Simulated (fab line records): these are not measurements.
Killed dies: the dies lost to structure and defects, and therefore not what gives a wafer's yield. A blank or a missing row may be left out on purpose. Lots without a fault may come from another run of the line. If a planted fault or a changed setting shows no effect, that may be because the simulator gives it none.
Matching of chambers || flow n5_finfet || 4 sister chambers for N5_MOL_CONTACT_COAG_ETCH_90 on rie_diel-01
The step etches SiARC in CF4, target depth 13 nm, time 21.7 s. 20 wafers are shown with their chamber, then 10 later ones without.

## WAFERS, EACH WITH ITS CHAMBER
{"wafer": "L077.4", "chamber": 0, "drypump_motor_current_A (A)": 6.0, "showerhead_plenum_p_Torr (Torr)": 2.01, "throttle_valve_pct (%)": 15.78}
{"wafer": "L077.5", "chamber": 2, "drypump_motor_current_A (A)": 5.2, "showerhead_plenum_p_Torr (Torr)": 2.17, "throttle_valve_pct (%)": 15.20}
{"wafer": "L077.6", "chamber": 1, "drypump_motor_current_A (A)": 5.7, "showerhead_plenum_p_Torr (Torr)": 2.28, "throttle_valve_pct (%)": 15.71}
{"wafer": "L078.2", "chamber": 0, "drypump_motor_current_A (A)": 6.0, "showerhead_plenum_p_Torr (Torr)": 2.01, "throttle_valve_pct (%)": 15.77}
{"wafer": "L078.4", "chamber": 1, "drypump_motor_current_A (A)": 5.7, "showerhead_plenum_p_Torr (Torr)": 2.28, "throttle_valve_pct (%)": 15.71}
{"wafer": "L078.5", "chamber": 1, "drypump_motor_current_A (A)": 5.7, "showerhead_plenum_p_Torr (Torr)": 2.28, "throttle_valve_pct (%)": 15.72}
{"wafer": "L082.1", "chamber": 3, "drypump_motor_current_A (A)": 5.7, "showerhead_plenum_p_Torr (Torr)": 2.17, "throttle_valve_pct (%)": 15.95}
{"wafer": "L082.4", "chamber": 2, "drypump_motor_current_A (A)": 5.2, "showerhead_plenum_p_Torr (Torr)": 2.16, "throttle_valve_pct (%)": 15.21}
{"wafer": "L082.6", "chamber": 2, "drypump_motor_current_A (A)": 5.2, "showerhead_plenum_p_Torr (Torr)": 2.16, "throttle_valve_pct (%)": 15.20}
{"wafer": "L083.1", "chamber": 2, "drypump_motor_current_A (A)": 5.2, "showerhead_plenum_p_Torr (Torr)": 2.16, "throttle_valve_pct (%)": 15.21}
{"wafer": "L083.3", "chamber": 3, "drypump_motor_current_A (A)": 5.7, "showerhead_plenum_p_Torr (Torr)": 2.17, "throttle_valve_pct (%)": 15.96}
{"wafer": "L083.4", "chamber": 0, "drypump_motor_current_A (A)": 6.0, "showerhead_plenum_p_Torr (Torr)": 2.01, "throttle_valve_pct (%)": 15.80}
{"wafer": "L084.1", "chamber": 2, "drypump_motor_current_A (A)": 5.2, "showerhead_plenum_p_Torr (Torr)": 2.16, "throttle_valve_pct (%)": 15.21}
{"wafer": "L084.4", "chamber": 1, "drypump_motor_current_A (A)": 5.7, "showerhead_plenum_p_Torr (Torr)": 2.27, "throttle_valve_pct (%)": 15.74}
{"wafer": "L084.6", "chamber": 2, "drypump_motor_current_A (A)": 5.2, "showerhead_plenum_p_Torr (Torr)": 2.16, "throttle_valve_pct (%)": 15.21}
{"wafer": "L086.3", "chamber": 1, "drypump_motor_current_A (A)": 5.7, "showerhead_plenum_p_Torr (Torr)": 2.27, "throttle_valve_pct (%)": 15.74}
{"wafer": "L086.4", "chamber": 3, "drypump_motor_current_A (A)": 5.7, "showerhead_plenum_p_Torr (Torr)": 2.17, "throttle_valve_pct (%)": 15.97}
{"wafer": "L086.6", "chamber": 0, "drypump_motor_current_A (A)": 6.1, "showerhead_plenum_p_Torr (Torr)": 2.00, "throttle_valve_pct (%)": 15.82}
{"wafer": "L091.1", "chamber": 2, "drypump_motor_current_A (A)": 5.2, "showerhead_plenum_p_Torr (Torr)": 2.15, "throttle_valve_pct (%)": 15.24}
{"wafer": "L091.5", "chamber": 1, "drypump_motor_current_A (A)": 5.7, "showerhead_plenum_p_Torr (Torr)": 2.27, "throttle_valve_pct (%)": 15.77}

SIGNATURES (means of the wafers above)
{"reading": "drypump_motor_current_A", "chamber 0": 6.025, "chamber 1": 5.700, "chamber 2": 5.200, "chamber 3": 5.700, "scatter within a chamber": 0.0217}
{"reading": "showerhead_plenum_p_Torr", "chamber 0": 2.0075, "chamber 1": 2.2750, "chamber 2": 2.1600, "chamber 3": 2.1700, "scatter within a chamber": 0.00515}
{"reading": "throttle_valve_pct", "chamber 0": 15.7925, "chamber 1": 15.7317, "chamber 2": 15.2114, "chamber 3": 15.9600, "scatter within a chamber": 0.0184}
Rule: a wafer's distance from a chamber is the root of the sum, over the readings, of the square of ((its reading less the chamber's mean) divided by the reading's scatter). The wafer belongs to the nearest chamber; if the next one is less than 2 further off, it can't be placed. The scatter is the square root of a quotient: the sum, over the shown wafers, of each reading's squared deviation from its chamber's mean, divided by wafers minus chambers.

## WAFERS WHOSE CHAMBER IS MISSING
{"wafer": "L091.6", "drypump_motor_current_A (A)": 5.7, "showerhead_plenum_p_Torr (Torr)": 2.17, "throttle_valve_pct (%)": 16.02}
{"wafer": "L093.2", "drypump_motor_current_A (A)": 5.7, "showerhead_plenum_p_Torr (Torr)": 2.27, "throttle_valve_pct (%)": 15.77}
{"wafer": "L093.4", "drypump_motor_current_A (A)": 6.0, "showerhead_plenum_p_Torr (Torr)": 2.25, "throttle_valve_pct (%)": 15.28}
{"wafer": "L093.6", "drypump_motor_current_A (A)": 5.2, "showerhead_plenum_p_Torr (Torr)": 2.15, "throttle_valve_pct (%)": 15.26}
{"wafer": "L094.2", "drypump_motor_current_A (A)": 5.7, "showerhead_plenum_p_Torr (Torr)": 2.26, "throttle_valve_pct (%)": 15.78}
{"wafer": "L094.3", "drypump_motor_current_A (A)": 5.7, "showerhead_plenum_p_Torr (Torr)": 2.16, "throttle_valve_pct (%)": 16.02}
{"wafer": "L094.5", "drypump_motor_current_A (A)": 5.2, "showerhead_plenum_p_Torr (Torr)": 2.15, "throttle_valve_pct (%)": 15.27}
{"wafer": "L097.2", "drypump_motor_current_A (A)": 5.7, "showerhead_plenum_p_Torr (Torr)": 2.26, "throttle_valve_pct (%)": 15.81}
{"wafer": "L097.5", "drypump_motor_current_A (A)": 5.2, "showerhead_plenum_p_Torr (Torr)": 2.15, "throttle_valve_pct (%)": 15.26}
{"wafer": "L097.6", "drypump_motor_current_A (A)": 5.7, "showerhead_plenum_p_Torr (Torr)": 2.26, "throttle_valve_pct (%)": 15.79}

## WHICH CHAMBER EACH ONE RAN IN
{"wafer": "L091.6", "from the rows above": 3, "in truth": 3}
{"wafer": "L093.2", "from the rows above": 1, "in truth": 1}
{"wafer": "L093.4", "from the rows above": 1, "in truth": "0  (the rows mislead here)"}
{"wafer": "L093.6", "from the rows above": 2, "in truth": 2}
{"wafer": "L094.2", "from the rows above": 1, "in truth": 1}
{"wafer": "L094.3", "from the rows above": 3, "in truth": 3}
{"wafer": "L094.5", "from the rows above": 2, "in truth": 2}
{"wafer": "L097.2", "from the rows above": 1, "in truth": 1}
{"wafer": "L097.5", "from the rows above": 2, "in truth": 2}
{"wafer": "L097.6", "from the rows above": 1, "in truth": 1}
Placed correctly: 9 of 10. Number that these rows cannot place: 0. Number placed wrongly: 1.
